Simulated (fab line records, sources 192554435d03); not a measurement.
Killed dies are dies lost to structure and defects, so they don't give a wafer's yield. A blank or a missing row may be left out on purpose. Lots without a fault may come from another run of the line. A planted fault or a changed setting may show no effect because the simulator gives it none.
Chamber matching | flow n5_finfet | N5_BEOL_M8_ETCH_61 on rie_diel-03: 4 sister chambers
The step etches SiARC in CF4, target depth 45.5 nm, time 75.8 s. 14 wafers are shown with their chamber, then 6 later ones without.

WAFERS WITH THEIR CHAMBER
wafer  | chamber | showerhead_plenum_p_Torr (Torr) | throttle_valve_pct (%) | drypump_motor_current_A (A)
L242.2 | 0       | 2.15                            | 15.86                  | 6.1
L242.3 | 2       | 2.26                            | 15.69                  | 5.5
L242.6 | 0       | 2.15                            | 15.86                  | 6.1
L246.1 | 3       | 2.16                            | 15.37                  | 5.6
L246.5 | 0       | 2.15                            | 15.89                  | 6.1
L246.6 | 1       | 2.26                            | 15.46                  | 5.6
L249.1 | 2       | 2.25                            | 15.73                  | 5.5
L249.3 | 1       | 2.26                            | 15.46                  | 5.6
L249.4 | 3       | 2.16                            | 15.37                  | 5.7
L252.1 | 1       | 2.26                            | 15.48                  | 5.6
L252.3 | 3       | 2.16                            | 15.37                  | 5.6
L252.6 | 2       | 2.25                            | 15.73                  | 5.5
L258.1 | 0       | 2.14                            | 15.96                  | 6.1
L258.2 | 1       | 2.25                            | 15.51                  | 5.7

SIGNATURES (means of the wafers above)
reading                  | chamber 0 | chamber 1 | chamber 2 | chamber 3 | scatter within a chamber
showerhead_plenum_p_Torr | 2.1475    | 2.2575    | 2.2533    | 2.1600    | 0.00465
throttle_valve_pct       | 15.8925   | 15.4775   | 15.7167   | 15.3700   | 0.0307
drypump_motor_current_A  | 6.100     | 5.625     | 5.500     | 5.633     | 0.0376
Rule: a wafer's distance from a chamber is the root of the sum, over the readings, of the square of ((its reading less the chamber's mean) divided by the reading's scatter). The wafer belongs to the nearest chamber; if the next one is less than 2 further off, it can't be placed. The scatter: the root of (the sum of the squares of (reading less its chamber's mean) over the shown wafers, divided by (wafers less chambers)).

WAFERS WITHOUT THEIR CHAMBER
wafer  | showerhead_plenum_p_Torr (Torr) | throttle_valve_pct (%) | drypump_motor_current_A (A)
L258.4 | 2.15                            | 15.41                  | 5.7
L260.3 | 2.14                            | 15.94                  | 6.1
L260.4 | 2.25                            | 15.50                  | 5.7
L260.5 | 2.14                            | 15.95                  | 6.1
L263.3 | 2.25                            | 15.53                  | 5.6
L263.6 | 2.25                            | 15.54                  | 5.7

WHICH CHAMBER EACH WENT THROUGH
wafer  | from the rows above | in truth
L258.4 | 3                   | 3
L260.3 | 0                   | 0
L260.4 | 1                   | 1
L260.5 | 0                   | 0
L263.3 | 1                   | 1
L263.6 | 1                   | 1
Placed correctly: 6 of 6. Can't be placed from these rows: 0. Placed wrongly: 0.
